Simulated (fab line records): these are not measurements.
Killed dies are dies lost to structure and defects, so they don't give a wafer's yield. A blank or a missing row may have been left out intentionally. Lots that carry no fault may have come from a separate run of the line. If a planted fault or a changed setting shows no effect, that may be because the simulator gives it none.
fab line records	flow n5-finfet
record lots=7	wafers=18	last-day=18
route steps=1938 shown BEOL_M2@870 BEOL_M4@1111 PASSIVATION@1936
lots untouched by any fault: they come from a run of this same line in which no faults occurred
start-h: the number of hours between the record's first day and the start of the first shown wafer of the lot	wait-h: hours from the lot's prior step to this one	" same as the row above	L1.1+2: a single row standing in for several wafers	- no value, or no start was given	* or withheld: withheld	< > ~ a bound
route shown NAME@n: a module of which the file shows steps, and the number in the route of the first	usual: average and standard deviation across the fault-free wafers	same: alike in all rows	chamber/n: place in a boat	sites: per-site readings	_std_site: the standard deviation of these	_edge_site: inner sites' mean taken away from outer sites' mean	radius-mm: for every site, how far away it sits from the centre of the wafer	mask NAME#n: copy n	behind: tool/chamber where the wafer was last shaped	hold: the reason the lot was held/the length of the hold in hours/how it ended	device: the transistor (n, p or np) that didn't switch	end of line: tests of these same wafers at the route's end	step lacking rows: just its recipe	killed: dies that structure and defects cost at the first sort, which is not the same as the wafer's yield	map: per-die view of a wafer (x killed, . not killed, _ where there is no die)
set.NAME: setting as actually run; set.NAME@STEP: the setting as run at that earlier step	model.NAME: the simulator's own value behind a step, which no gauge read
lots at selected steps of the route; one table per step, one row per wafer
services: when a tool's chamber went out of use (start-h, in hours from the record's first day, below 0 if earlier), for how many hours, and the reason
## steps
# step N5_BEOL_M2_COAT_22
# recipe resist=CAR-EUV	spin-rpm=1500	resist-thk-nm=30
# step N5_BEOL_M2_EBR_24
# recipe solvent=PGMEA	ebr-width-mm=1.5
# step N5_BEOL_M2_SOFTBAKE_23
# recipe temp-c=110	time-s=60	resist=CAR-EUV
# step N5_BEOL_M2_EXPOSE_25
# recipe mask-id=V1	na=0.33	source-shape=quasar	sigma-inner=0.2	sigma-outer=0.8	polarization=unpolarized	defocus-nm=5	dose-mj=63
# step N5_BEOL_M2_PEB_26
# recipe peb-temp-c=100	peb-time-s=60	resist=CAR-EUV
# step N5_BEOL_M2_DEVELOP_27
# recipe develop-time-s=30	developer=TMAH	resist=CAR-EUV	rinse-liquid=surfactant-rinse	dry=air-spin	dev-temp-c=23
# step N5_BEOL_M2_CD_MEAS_28
# recipe target-cd-nm=26.2	landing-energy-ev=500	detector=se-inlens	target-cd-y-nm=24.1	polarity=opening
# usual cd-nm=26.17/0.26
lot.wafer	tool	chamber	start-h	wait-h	cd-nm
L440.2	cd-sem-03	0	141.02	-	26.00
L440.3	"	0	"	"	25.55
L440.5	"	0	"	"	25.72
L447.2	cd-sem-02	0	190.88	-	25.76
L447.5	"	0	"	"	26.23
L447.6	"	0	"	"	26.41
L454.3	cd-sem-03	0	225.66	-	26.34
L454.5	"	0	"	"	26.23
L457.1	cd-sem-02	0	236.65	-	26.40
L457.6	"	0	"	"	26.20
L458.1	cd-sem-03	0	258.13	-	25.64
L458.3	"	0	"	"	26.58
L460.4	cd-sem-03	0	275.76	-	26.48
L460.5	"	0	"	"	26.31
L460.6	"	0	"	"	25.65
L461.1	cd-sem-01	0	282.45	-	26.05
L461.2	"	0	"	"	25.93
L461.4	"	0	"	"	26.11
# step N5_BEOL_M2_OVL_MEAS_29
# recipe points-per-wafer=522
# usual V1_OVL=-0.3/0.72
lot.wafer	tool	chamber	start-h	wait-h	V1_OVL[nm]
L440.2	overlay-02	0	141.05	0.0	-0.3
L440.3	"	0	"	"	0.8
L440.5	"	0	"	"	-0.5
L447.2	overlay-01	0	190.91	0.0	-1.0
L447.5	"	0	"	"	-2.2
L447.6	"	0	"	"	-0.6
L454.3	overlay-01	0	225.70	0.0	-0.3
L454.5	"	0	"	"	-0.5
L457.1	overlay-01	0	236.68	0.0	0.2
L457.6	"	0	"	"	0.2
L458.1	overlay-02	0	258.17	0.0	0.7
L458.3	"	0	"	"	0.0
L460.4	overlay-02	0	275.81	0.0	-0.7
L460.5	"	0	"	"	-0.9
L460.6	"	0	"	"	-1.0
L461.1	overlay-01	0	282.48	0.0	-0.5
L461.2	"	0	"	"	-0.6
L461.4	"	0	"	"	-0.2
# step N5_BEOL_M2_INSPECT_30
# recipe mode=adi	inspect-instrument=brightfield
# usual raw-defect-count=423/110
lot.wafer	tool	chamber	start-h	wait-h	raw-defect-count
L440.2	defect-inspect-02	-	141.10	0.0	354
L440.3	"	-	"	"	242
L440.5	"	-	"	"	326
L447.2	defect-inspect-02	-	190.98	0.1	330
L447.5	"	-	"	"	288
L447.6	"	-	"	"	477
L454.3	defect-inspect-01	-	225.74	0.0	415
L454.5	"	-	"	"	533
L457.1	defect-inspect-02	-	236.74	0.1	364
L457.6	"	-	"	"	444
L458.1	defect-inspect-01	-	258.22	0.1	523
L458.3	"	-	"	"	668
L460.4	defect-inspect-01	-	275.85	0.0	352
L460.5	"	-	"	"	409
L460.6	"	-	"	"	401
L461.1	defect-inspect-01	-	282.54	0.1	289
L461.2	"	-	"	"	321
L461.4	"	-	"	"	249
# step N5_BEOL_M2_DESCUM_33
# recipe chemistry=O2	time-s=7	source-power-w=50	bias-power-w=20	pressure-mtorr=20	rf-frequency-hz=2.712e+07	temp-c=40	resist=CAR-EUV	o2-flow-sccm=225
# usual drypump-motor-current-A=5.6/0.42	oes-product-au=0.81/0.081	rf-vpp-V=243.0/1.4	showerhead-plenum-p-Torr=2.09/0.074	throttle-valve-pct=20.30/0.2
lot.wafer	tool	chamber	start-h	wait-h	drypump-motor-current-A	oes-product-au	rf-hours-counter-h	rf-vpp-V	showerhead-plenum-p-Torr	throttle-valve-pct
L440.2	rie-diel-01	3	141.14	0.0	6.1	0.69	236	242.7	2.04	20.44
L440.3	"	2	"	"	5.6	0.89	40	242.0	2.06	20.33
L440.5	"	0	"	"	5.2	0.84	-	245.7	2.22	20.37
L447.2	rie-diel-04	1	191.01	0.0	5.8	0.67	248	244.7	2.15	20.69
L447.5	"	0	"	"	5.9	0.78	-	240.2	2.00	20.11
L447.6	"	1	"	"	5.8	0.66	-	242.9	2.15	20.70
L454.3	rie-diel-01	2	225.78	0.0	5.6	0.84	73	241.5	2.05	20.35
L454.5	"	0	"	"	5.2	0.80	-	245.4	2.20	20.42
L457.1	rie-diel-04	2	236.77	0.0	6.0	0.70	210	242.5	2.09	20.29
L457.6	"	0	"	"	5.9	0.76	-	241.0	1.99	20.12
L458.1	rie-diel-01	0	258.51	0.3	5.2	0.79	106	243.7	2.20	20.44
L458.3	"	2	"	"	5.6	0.82	85	242.2	2.04	20.37
L460.4	rie-diel-01	1	275.88	0.0	5.3	0.94	10	242.5	2.03	20.20
L460.5	"	2	"	"	5.6	0.81	-	241.8	2.04	20.37
L460.6	"	1	"	"	5.3	0.93	-	242.7	2.03	20.24
L461.1	rie-diel-04	0	282.72	0.2	5.9	0.76	157	241.4	1.99	20.13
L461.2	"	1	"	"	5.8	0.89	24	243.8	2.14	20.38
L461.4	"	2	"	"	6.0	0.69	225	243.0	2.08	20.31
# step N5_BEOL_M2_ETCH_77
# recipe chemistry=N2/H2	target=underlayer	target-depth-a=65	mask-material=CAR-EUV	time-s=5.2	ion-energy-ev=200	pressure-mtorr=30	source-w=840	bias-w=150	n2-flow-sccm=200	h2-flow-sccm=200	ends=cleared
# usual bias-w=150.0/0.43	drypump-motor-current-A=5.6/0.42	etch-rf-on-time-s=5.16/0.17	oes-product-au=0.69/0.072	rf-vpp-V=523.7/2.6	showerhead-plenum-p-Torr=2.54/0.086	throttle-valve-pct=17.78/0.2
lot.wafer	tool	chamber	start-h	wait-h	bias-w	drypump-motor-current-A	etch-rf-on-time-s	oes-product-au	rf-hours-counter-h	rf-vpp-V	showerhead-plenum-p-Torr	throttle-valve-pct
L440.2	rie-diel-01	3	141.17	0.0	150.1	6.1	5.11	0.61	236	523.3	2.52	18.28
L440.3	"	2	"	"	149.9	5.6	5.23	0.75	40	521.1	2.47	17.50
L440.5	"	0	"	"	150.4	5.2	5.14	0.72	-	527.0	2.69	17.77
L447.2	rie-diel-04	1	191.04	0.0	149.8	5.9	5.29	0.58	248	525.9	2.62	18.28
L447.5	"	0	"	"	149.7	6.0	5.25	0.67	-	521.5	2.45	17.66
L447.6	"	1	"	"	149.4	5.9	5.24	0.57	-	525.1	2.62	18.26
L454.3	rie-diel-01	2	225.81	0.0	149.9	5.6	5.22	0.71	73	521.5	2.46	17.55
L454.5	"	0	"	"	149.8	5.2	5.09	0.69	-	527.0	2.67	17.81
L457.1	rie-diel-04	2	236.81	0.0	150.6	6.0	5.27	0.60	210	521.9	2.52	17.65
L457.6	"	0	"	"	149.8	6.0	5.14	0.65	-	520.3	2.45	17.69
L458.1	rie-diel-01	0	258.54	0.0	149.6	5.2	5.19	0.68	106	526.7	2.67	17.85
L458.3	"	2	"	"	149.5	5.6	5.24	0.71	85	520.4	2.45	17.59
L460.4	rie-diel-01	1	275.92	0.0	150.6	5.4	5.04	0.81	10	524.7	2.49	17.77
L460.5	"	2	"	"	150.3	5.6	5.24	0.70	-	522.8	2.45	17.58
L460.6	"	1	"	"	151.0	5.4	5.03	0.80	-	523.3	2.49	17.80
L461.1	rie-diel-04	0	282.75	0.0	149.3	6.0	5.16	0.65	157	520.7	2.44	17.70
L461.2	"	1	"	"	150.8	5.9	5.05	0.76	24	524.6	2.61	17.89
L461.4	"	2	"	"	149.9	6.0	5.40	0.58	225	524.2	2.51	17.70
# step N5_BEOL_M2_ETCH_69
# recipe chemistry=CF4	target=SiARC	target-depth-a=156	mask-material=CAR-EUV	time-s=26	ion-energy-ev=80	pressure-mtorr=40	source-w=545	bias-w=36	Ar_flow_sccm=100	cf4-flow-sccm=100	ends=cleared
# usual bias-w=36.01/0.095	drypump-motor-current-A=5.6/0.42	etch-rf-on-time-s=25.8/0.78	oes-product-au=0.69/0.072	rf-vpp-V=184.0/1.2	showerhead-plenum-p-Torr=2.14/0.065	throttle-valve-pct=15.52/0.16
lot.wafer	tool	chamber	start-h	wait-h	bias-w	drypump-motor-current-A	etch-rf-on-time-s	oes-product-au	rf-hours-counter-h	rf-vpp-V	showerhead-plenum-p-Torr	throttle-valve-pct
L440.2	rie-diel-01	3	141.19	0.0	36.10	6.1	25.6	0.61	236	183.7	2.11	15.73
L440.3	"	2	"	"	35.95	5.6	25.9	0.76	40	184.1	2.09	15.34
L440.5	"	0	"	"	36.22	5.2	26.2	0.72	-	185.3	2.25	15.45
L447.2	rie-diel-04	1	191.06	0.0	36.10	5.8	26.6	0.56	248	183.4	2.19	15.89
L447.5	"	0	"	"	35.99	5.9	26.1	0.68	-	183.1	2.08	15.43
L447.6	"	1	"	"	36.15	5.8	26.6	0.56	-	183.6	2.19	15.90
L454.3	rie-diel-01	2	225.83	0.0	36.01	5.6	26.0	0.72	73	184.6	2.08	15.40
L454.5	"	0	"	"	35.98	5.2	25.8	0.69	-	185.6	2.23	15.52
L457.1	rie-diel-04	2	236.82	0.0	35.96	6.0	26.5	0.60	210	183.4	2.13	15.51
L457.6	"	0	"	"	36.05	6.0	25.9	0.66	-	180.6	2.07	15.49
L458.1	rie-diel-01	0	258.56	0.0	36.19	5.2	25.8	0.69	106	185.4	2.23	15.53
L458.3	"	2	"	"	36.05	5.6	25.9	0.71	85	181.7	2.07	15.42
L460.4	rie-diel-01	1	275.93	0.0	36.12	5.3	25.4	0.80	10	184.6	2.09	15.48
L460.5	"	2	"	"	36.05	5.6	25.9	0.70	-	181.6	2.07	15.43
L460.6	"	1	"	"	35.94	5.4	25.2	0.79	-	182.9	2.09	15.47
L461.1	rie-diel-04	0	282.77	0.0	35.99	5.9	26.0	0.64	157	183.1	2.07	15.50
L461.2	"	1	"	"	35.91	5.8	25.8	0.75	24	185.9	2.18	15.47
L461.4	"	2	"	"	35.80	6.0	27.2	0.58	225	183.0	2.12	15.53
# step N5_BEOL_M2_ALD_98
# recipe material=SiO2	target-thk-a=25	temp-c=100	ald-precursor-family=BDEAS	ald-co-reactant=O2-plasma	pulse-time-s=1	co-reactant-pulse-time-s=1	purge-time-s=2	co-reactant-purge-time-s=2	ald-cycles=17	pressure-torr=2
# usual ald-cycles=17/0	heater-power-w=80/8	precursor-pulse-height-rel=1.001/0.02
# same pulse-time-s=1
lot.wafer	tool	chamber	start-h	wait-h	ald-cycles	heater-power-w	precursor-pulse-height-rel	model.SiO2_of_BEOL_M2_ALD_98.thk-nm
L440.2	ald-sin-02	1	141.39	0.2	17	85	0.984	2.6
L440.3	"	3	"	"	17	93	1.013	2.6
L440.5	"	0	"	"	17	88	0.991	2.4
L447.2	ald-sin-04	0	191.14	0.1	17	74	1.030	2.6
L447.5	"	0	"	"	17	73	0.980	2.6
L447.6	"	1	"	"	17	76	0.981	2.6
L454.3	ald-sin-04	2	225.91	0.1	17	86	0.989	2.4
L454.5	"	0	"	"	27	73	1.015	4
L457.1	ald-sin-04	0	236.90	0.1	27	74	1.000	4
L457.6	"	2	"	"	17	85	0.990	2.4
L458.1	ald-sin-04	1	258.70	0.1	27	77	1.018	4
L458.3	"	3	"	"	17	73	1.011	2.4
L460.4	ald-sin-02	0	276.29	0.3	17	95	0.993	2.4
L460.5	"	2	"	"	17	68	0.993	2.6
L460.6	"	1	"	"	17	81	0.947	2.6
L461.1	ald-sin-03	3	282.85	0.1	17	72	1.016	2.4
L461.2	"	2	"	"	17	79	0.984	2.4
L461.4	"	1	"	"	17	76	1.016	2.6
# step N5_BEOL_M2_ETCHBACK_99
# recipe chemistry=CHF3	target=SiO2	target-depth-a=50	time-s=10.4	source-w=215	bias-w=47	Ar_flow_sccm=200	CHF3_flow_sccm=12	ion-energy-ev=100	pressure-mtorr=30
# usual bias-w=47.02/0.15	drypump-motor-current-A=5.7/0.41	oes-product-au=0.80/0.084	rf-vpp-V=238/7	showerhead-plenum-p-Torr=2.15/0.066	throttle-valve-pct=16.98/0.18
lot.wafer	tool	chamber	start-h	wait-h	bias-w	drypump-motor-current-A	oes-product-au	rf-hours-counter-h	rf-vpp-V	showerhead-plenum-p-Torr	throttle-valve-pct
L440.2	rie-diel-06	1	141.52	0.1	47.20	6.4	0.93	11	231	2.27	16.77
L440.3	"	2	"	"	47.25	5.8	0.89	51	239	2.19	16.89
L440.5	"	0	"	"	46.97	5.2	0.73	-	232	2.24	16.91
L447.2	rie-diel-06	0	196.93	5.7	46.91	5.2	0.71	211	232	2.23	16.94
L447.5	"	2	"	"	46.82	5.8	0.85	-	240	2.18	16.94
L447.6	"	1	"	"	47.13	6.3	0.89	-	232	2.26	16.83
L454.3	rie-diel-04	2	233.79	7.8	47.13	6.0	0.70	208	237	2.12	16.82
L454.5	"	1	"	"	46.88	5.8	0.93	-	251	2.21	16.98
L457.1	rie-diel-01	1	248.04	11.1	46.89	5.3	0.98	0	245	2.11	17.01
L457.6	"	0	"	"	46.90	5.2	0.79	-	246	2.24	16.97
L458.1	rie-diel-01	3	261.29	2.5	47.18	6.1	0.94	13	243	2.08	16.50
L458.3	"	2	"	"	47.13	5.5	0.82	86	231	2.07	16.84
L460.4	rie-diel-04	0	280.41	4.1	46.81	5.9	0.76	156	234	2.08	16.95
L460.5	"	1	"	"	46.97	5.9	0.90	-	251	2.21	17.01
L460.6	"	2	"	"	47.06	6.0	0.68	-	236	2.11	16.85
L461.1	rie-diel-06	0	288.12	5.2	46.94	5.2	0.68	242	231	2.22	17.00
L461.2	"	2	"	"	47.06	5.8	0.82	99	239	2.17	16.98
L461.4	"	3	"	"	46.97	5.0	0.82	84	232	2.08	17.07
# step N5_BEOL_M4_RC_MEAS_101
# usual DIBL_N=36.4/2.7	DIBL_P=36/3.2	IOFF_N=0.16/0.046	IOFF_P=0.21/0.055	ION_N=677/15	ION_P=464/11	SS_N=71.5/0.79	SS_P=73.3/0.93	VT_N=250/4.1	VT_P=-251/4.4
lot.wafer	tool	chamber	start-h	wait-h	DIBL_N[mV/V]	DIBL_P[mV/V]	IOFF_N[nA/um]	IOFF_P[nA/um]	ION_N[uA/um]	ION_P[uA/um]	SS_N[mV/dec]	SS_P[mV/dec]	VT_N[mV]	VT_P[mV]
L440.2	prober-02	0	166.69	0.2	35.5	33	0.13	0.19	694	480	70.7	73.2	251	-248
L440.3	"	0	"	"	34.2	32	0.13	0.18	673	460	70.3	72.9	252	-250
L440.5	"	0	"	"	34.5	32	0.13	0.18	670	466	70.1	72.6	253	-252
L447.2	prober-02	0	230.95	0.2	41.4	41	0.23	0.33	676	460	71.9	74.9	248	-245
L447.5	"	0	"	"	36.1	34	0.13	0.19	658	455	71.0	73.1	256	-254
L447.6	"	0	"	"	35.3	34	0.13	0.19	664	456	71.0	73.9	251	-250
L454.3	prober-01	0	275.47	0.3	35.1	34	0.13	0.17	663	452	70.4	72.6	252	-252
L454.5	"	0	"	"	34.9	35	0.14	0.18	658	457	70.8	72.5	254	-251
L457.1	prober-02	0	286.58	0.0	35.4	37	0.14	0.16	681	463	71.3	72.8	253	-256
L457.6	"	0	"	"	36.8	38	0.14	0.16	671	449	72.4	72.8	254	-257
L458.1	prober-02	0	293.05	0.0	38.5	38	0.19	0.24	681	463	71.5	73.9	248	-248
L458.3	"	0	"	"	38.0	38	0.19	0.26	679	471	72.1	74.8	245	-246
L460.4	prober-02	0	317.09	0.5	39.8	40	0.23	0.26	692	470	72.3	74.0	245	-246
L460.5	"	0	"	"	37.0	37	0.17	0.21	698	472	71.3	73.3	248	-250
L460.6	"	0	"	"	40.3	42	0.26	0.30	696	471	73.2	74.7	244	-246
L461.1	prober-02	0	319.05	0.0	37.4	36	0.16	0.21	681	465	70.7	73.3	248	-250
L461.2	"	0	"	"	36.8	36	0.15	0.19	670	456	70.8	73.2	250	-254
L461.4	"	0	"	"	37.1	36	0.17	0.20	697	477	70.7	72.9	248	-253
# step N5_PASSIVATION_PROBE_49
# usual defect-limited-yield=91.1/1.4	killed_at_M0_to_M3=34/9.7	killed_at_M4_up=13/5.1	killed-at-contacts=14/6.3	killed-at-front-end=40/11	killed-at-other=3.5/2.7	killed-dies=105/16	killed-on-rim=13/4.1	killed-open=70/12	killed-short=34/7.8	sort_bin_4_leakage=0.02/0.13	sort_bin_5_function=5.2/0.88	sort_bin_6_memory=3.3/0.7	sort-n-pass=1074/17	sort-yield-pct=91.0/1.5
# same gross-dies=1180	killed-at-back-side=0	sort_bin_8_speed[%]=0
lot.wafer	tool	chamber	start-h	wait-h	defect-limited-yield[%]	killed_at_M0_to_M3	killed_at_M4_up	killed-at-contacts	killed-at-front-end	killed-at-other	killed-dies	killed-on-rim	killed-open	killed-short	sort_bin_4_leakage[%]	sort_bin_5_function[%]	sort_bin_6_memory[%]	sort-n-pass	sort-yield-pct[%]
L454.3	prober-02	-	377.98	0.1	92.9	37	8	5	34	0	84	13	59	25	0	4.2	2.8	1096	92.9
L454.5	prober-02	-	378.08	0.2	91.2	41	22	3	33	5	104	12	67	36	0	5.4	3.1	1076	91.2
# killed by level:class
L454.3 BEOL_M0_SAQP:geometric-particle:open=11 BEOL_M3:geometric-particle:open=8 FIN_SAQP:geometric-particle:open=7 BEOL_M0_SAQP:geometric-particle:short=7 DUMMY_GATE:geometric-particle:open=5 STI_FIN_REVEAL:geometric-particle:open=5 FIN_SAQP:geometric-particle:short=4 MOL_CONTACT_COAG:geometric-particle:open=4
L454.5 BEOL_M0_SAQP:geometric-particle:short=11 BEOL_M0_SAQP:geometric-particle:open=10 BEOL_M4:geometric-particle:open=10 FIN_SAQP:geometric-particle:short=8 BEOL_M2:geometric-particle:open=8 FIN_SAQP:geometric-particle:open=7 STARTING-WAFER:geometric-particle:open=5 DUMMY_GATE:geometric-particle:open=4
## services
tool	chamber	start-h	hours	kind
rie-diel-04	3	122.87	3.9	repair
rie-diel-04	-	126.60	2.8	pm
ald-sin-02	2	130.82	3.4	repair
rie-diel-01	-	144.78	4.3	pm
ald-sin-04	0	151.87	11.8	repair
rie-diel-06	3	173.08	5.7	repair
ald-sin-02	-	177.38	14.0	pm
rie-diel-04	3	185.80	9.3	repair
rie-diel-04	1	195.45	-	clean
rie-diel-04	1	195.45	-	consumable-replace:focus-ring
ald-sin-02	1	203.12	14.9	repair
rie-diel-01	3	205.59	-	clean
rie-diel-01	3	205.59	-	consumable-replace:focus-ring
rie-diel-01	3	205.59	19.6	scheduled-down
rie-diel-01	3	205.59	19.6	vent-cycle
rie-diel-06	-	221.57	2.8	pm
ald-sin-03	-	225.16	1.1	repair
rie-diel-01	1	225.32	-	clean
rie-diel-01	1	225.32	-	consumable-replace:focus-ring
rie-diel-01	1	225.32	22.4	scheduled-down
rie-diel-01	1	225.32	22.4	vent-cycle
ald-sin-03	3	256.27	4.4	repair
rie-diel-06	-	256.88	0.1	repair
rie-diel-01	-	284.58	0.4	repair
## key
first-sign step=N5_BEOL_M2_ALD_98	reading=ald-cycles	direction=up	sigmas=99+	usual=*	struck=*
effect none on later readings
model-effect step=N5_BEOL_M2_ALD_98	value=SiO2_of_BEOL_M2_ALD_98.thk-nm	without=2.533	struck=4
met-at N5_BEOL_M2_ALD_98
struck-wafers L454.5,L457.1,L458.1
onset-between 191.14 225.91
fault kind=process-parameter-drift	tool=ald-sin-04	chamber=-	onset-h=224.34	steps=N5_BEOL_M2_ALD_98	channel=ald-cycles	offset=*	shape=step	end-h=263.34	scope=struck-wafers-only	acts-in=*	stated=*
